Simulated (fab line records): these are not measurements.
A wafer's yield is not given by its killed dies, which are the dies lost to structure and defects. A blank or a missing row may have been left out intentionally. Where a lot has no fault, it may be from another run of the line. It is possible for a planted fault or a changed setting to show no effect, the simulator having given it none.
Comparing a struck lot with a sound one    flow n5_finfet    38 out of 1938 route steps
Sound: these wafers, L245.1, L245.3, L245.6. Struck: wafers L246.2, L246.3, L246.5. The cause is named last.
Each step with rows lists, per side, the tool, then ch with its chambers, then its first start. Under that, the readings that differ: sound wafers    struck wafers    difference of the means    sigmas: that difference in standard deviations of wafers without a fault.
alike: readings with means less than 2 such deviations apart, plus words and numbers identical on both sides. not compared: withheld readings, readings lacking a value on some wafer, bounds such as >300 that could conceal the same value, and numbers that have no deviation in the record and whose values overlap.
The two part at a step that has a row with sigmas, a row that says differs or no value, or rows on one side only. Non-overlapping numbers with no deviation appear without sigmas and do not part them. Lack of a reading on every wafer of one side parts them only where that side has two or more wafers.

first, 9 steps without rows for these wafers: N5_PMOS_HMC_CHANNEL_EPI_PRECLEAN_40 (cleans in DHF, time 30 s); N5_PMOS_HMC_CHANNEL_EPI_PRECLEAN_37 (cleans in O3/DIW, time 45 s); N5_PMOS_HMC_CHANNEL_EPI_PRECLEAN_24 (cleans in DHF, time 30 s); N5_PMOS_HMC_CHANNEL_EPI_SRD_25 (time 30 s); N5_PMOS_HMC_CHANNEL_EPI_EPI_26 (deposits Si from SiH4/H2, target thk 3.8 nm, time 22.7 s); N5_FIN_SAQP_PRECLEAN_42 (cleans in O3/DIW, time 60 s); N5_FIN_SAQP_PRECLEAN_00 (cleans in SC1, time 60 s); N5_FIN_SAQP_PRECLEAN_44 (cleans in SC2, time 45 s); N5_FIN_SAQP_SRD_01 (time 30 s).
N5_FIN_SAQP_ALD_61: deposits SiO2, target thk 4 nm, pulse time 1 s, purge time 2 s.
  sound on ald_sin-01 ch 0,2,3, day 3 20:28; struck on ald_sin-01 ch 0,1,3, day 4 03:06
reading                                    sound                 struck                difference  sigmas
susceptor_temp_C (C)                       299.83 299.95 300.27  263.27 263.27 263.36  -36.72      -99 or more
model.SiO2_of_FIN_SAQP_ALD_61.thk_nm (nm)  4.012 4.004 4.005     4.503 4.558 4.529     +0.523      
  alike: heater_power_w, precursor_pulse_height_rel
then, 24 steps without rows for these wafers: N5_FIN_SAQP_DENSIFY_62 (time 60 s); N5_FIN_SAQP_HM_DEP_03 (deposits SiNx from SiH4/NH3/N2, target thk 38 nm, time 33.6 s); N5_FIN_SAQP_PECVD_47 (deposits a-Si from SiH4/He, target thk 45 nm, time 36.3 s); N5_FIN_SAQP_PECVD_48 (deposits SiNx from SiH4/NH3/N2, target thk 25 nm, time 22.1 s); N5_FIN_SAQP_PECVD_06 (deposits a-Si from SiH4/He, target thk 60 nm, time 48.1 s); N5_FIN_SAQP_HM_DEP_72 (deposits SiO2 from SiH4/N2O, target thk 12 nm, time 7.2 s); N5_FIN_SAQP_COAT_49 (time 60 s, resist thk 100 nm); N5_FIN_SAQP_COAT_50 (time 60 s, resist thk 35 nm); N5_FIN_SAQP_COAT_10 (resist thk 90 nm); N5_FIN_SAQP_EBR_12; N5_FIN_SAQP_SOFTBAKE_11 (time 60 s); N5_FIN_SAQP_EXPOSE_13 (exposes mask FIN CORE, target cd 35.6 nm); N5_FIN_SAQP_PEB_14 (peb time 60 s); N5_FIN_SAQP_DEVELOP_15 (develop time 30 s); N5_FIN_SAQP_DESCUM_21 (chemistry O2, time 7.9 s); N5_FIN_SAQP_ETCH_51 (etches SiARC in CF4, target depth 45.5 nm, time 75.8 s); N5_FIN_SAQP_ETCH_52 (etches SOC in N2/H2, target depth 100 nm, overetch 20 nm, time 150 s); N5_FIN_SAQP_STRIP_53 (strips in N2/H2); N5_FIN_SAQP_HM_OPEN_73 (chemistry CHF3/O2, target SiO2, stops on a-Si, target depth 12 nm, time 16.8 s); N5_FIN_SAQP_STRIP_74 (strips in CHF3/O2); N5_FIN_SAQP_MANDREL_ETCH_22 (etches a-Si in HBr/Cl2, stops on SiNx, target depth 60 nm, bt time 10 s, time 30 s); N5_FIN_SAQP_STRIP_55 (strips in N2/H2); N5_FIN_SAQP_STRIP_23 (strips in SPM, time 750 s); N5_FIN_SAQP_SRD_66 (time 30 s).
N5_FIN_CUT_CUT_ETCH_27: etches SiO2 in CHF3/O2, target depth 4 nm, overetch 2 nm, time 4.9 s.
  sound on rie_diel-06 ch 0,1,2, day 4 03:06; struck on rie_diel-06 ch 2,3, day 4 10:47
reading                   sound              struck             difference  sigmas
model.etch.depth_nm (nm)  4.012 4.004 4.005  4.503 4.558 4.529  +0.523      
  alike: chamber_pressure_mTorr, drypump_motor_current_A, oes_f_703_au, oes_product_au, rf_vpp_V, showerhead_plenum_p_Torr, throttle_valve_pct
  not compared: rf_hours_counter_h
N5_STI_FIN_REVEAL_STRIP_16: strips SiNx in H3PO4, target depth 23.8 nm.
  sound on wet_bench-04 ch 2,3,6, day 4 11:13; struck on wet_bench-03 ch 2,3,7, day 4 18:53
reading                                    sound        struck       difference  sigmas
model.SiO2_of_FIN_SAQP_ALD_61.thk_nm (nm)  3.8 3.8 3.8  4.2 4.2 4.2  +0.4        
-- the record jumps here: 6 days lie between the struck wafers' starts before and after (it left off in module STI_FIN_REVEAL and takes up again in module BEOL_M4, whose first step shown is number 1111 of the route) --
N5_BEOL_M4_RC_MEAS_101:
  sound on prober-01 ch 0, day 10 06:32; struck on prober-01 ch 0, day 10 17:31
  alike: DIBL_N, DIBL_P, IOFF_N, IOFF_P, ION_N, ION_P, SS_N, SS_P, VT_N, VT_P
-- record jumps: 4 days separate the struck wafers' starts on either side; left off in module BEOL_M4, taken up again in module PASSIVATION, whose first shown step is the route's number 1936 --
N5_PASSIVATION_PROBE_49:
  rows exist in the record for the struck wafers here (prober-02, day 15 03:20), but not for the sound ones

## WHERE THEY PART
At N5_FIN_SAQP_ALD_61 first; at N5_PASSIVATION_PROBE_49 last (within this record only).

WHY: the cause the simulator had injected
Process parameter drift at N5_FIN_SAQP_ALD_61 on ald_sin-01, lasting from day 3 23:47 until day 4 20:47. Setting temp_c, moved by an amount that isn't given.
